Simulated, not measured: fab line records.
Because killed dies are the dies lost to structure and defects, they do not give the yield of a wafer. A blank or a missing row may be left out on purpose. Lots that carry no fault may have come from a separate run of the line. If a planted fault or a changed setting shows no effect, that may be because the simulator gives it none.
Chamber matching -- flow n5-finfet -- N5_BEOL_M5_PECVD_70 on pecvd-04: 3 sister chambers
The step deposits SiO2 from TEOS/O2, target thk 16 nm, time 18 s. 27 wafers are shown with their chamber, then 12 later ones without.

EACH WAFER AND ITS CHAMBER
wafer,chamber,throttle-valve-pct (%),heater-power-w (W),showerhead-plenum-p-Torr (Torr)
L074.3,1,23.5,618,8.84
L074.4,2,20.8,694,8.83
L074.5,0,22.1,844,8.85
L075.1,2,20.9,732,8.83
L075.2,0,22.2,877,8.84
L075.3,1,23.4,617,8.87
L079.3,0,22.3,852,8.80
L079.4,2,20.8,771,8.86
L079.5,1,23.6,694,8.84
L082.2,0,22.3,917,8.81
L082.3,2,21.2,742,8.82
L082.6,2,21.1,757,8.82
L083.1,2,21.4,691,8.83
L083.4,0,22.5,764,8.83
L083.5,2,21.1,684,8.84
L085.2,2,21.3,722,8.84
L085.3,0,22.1,802,8.84
L085.6,1,23.4,701,8.85
L088.1,1,23.4,697,8.82
L088.4,0,22.3,830,8.83
L088.5,2,21.1,676,8.83
L089.2,1,23.4,705,8.82
L089.5,1,23.3,706,8.84
L089.6,2,21.1,775,8.82
L090.2,0,22.2,753,8.85
L090.3,2,21.3,782,8.83
L090.5,2,21.0,802,8.85

SIGNATURES, as means of the wafers listed above
reading,chamber 0,chamber 1,chamber 2,scatter within a chamber
throttle-valve-pct,22.250,23.429,21.092,0.156
heater-power-w,829.88,676.86,735.67,46.3
showerhead-plenum-p-Torr,8.8313,8.8400,8.8333,0.0155
Rule: a wafer lies at a distance from a chamber equal to the root of the sum of squares, over the readings, of (its reading less the chamber's mean, divided by the reading's scatter). The wafer belongs to the nearest chamber; if the next one is less than 2 further off, it can't be placed. The scatter is the square root of a quotient: the sum, over the shown wafers, of each reading's squared deviation from its chamber's mean, divided by wafers minus chambers.

WAFERS WITH NO CHAMBER GIVEN
wafer,throttle-valve-pct (%),heater-power-w (W),showerhead-plenum-p-Torr (Torr)
L092.2,23.3,626,8.83
L092.4,23.2,605,8.83
L092.5,22.2,772,8.81
L093.3,23.2,615,8.84
L093.5,23.4,641,8.83
L093.6,21.4,787,8.83
L095.1,22.5,750,8.82
L095.2,23.5,574,8.86
L095.4,23.4,570,8.84
L096.1,23.5,682,8.86
L096.5,22.2,755,8.83
L096.6,23.6,692,8.84

THE CHAMBER EACH PASSED THROUGH
wafer,from the rows above,in truth
L092.2,1,1
L092.4,1,1
L092.5,0,0
L093.3,1,1
L093.5,1,1
L093.6,2,2
L095.1,0,0
L095.2,1,1
L095.4,1,1
L096.1,1,1
L096.5,0,0
L096.6,1,1
Placed correctly: 12 of 12. Left unplaced by these rows: 0. Wrongly placed: 0.
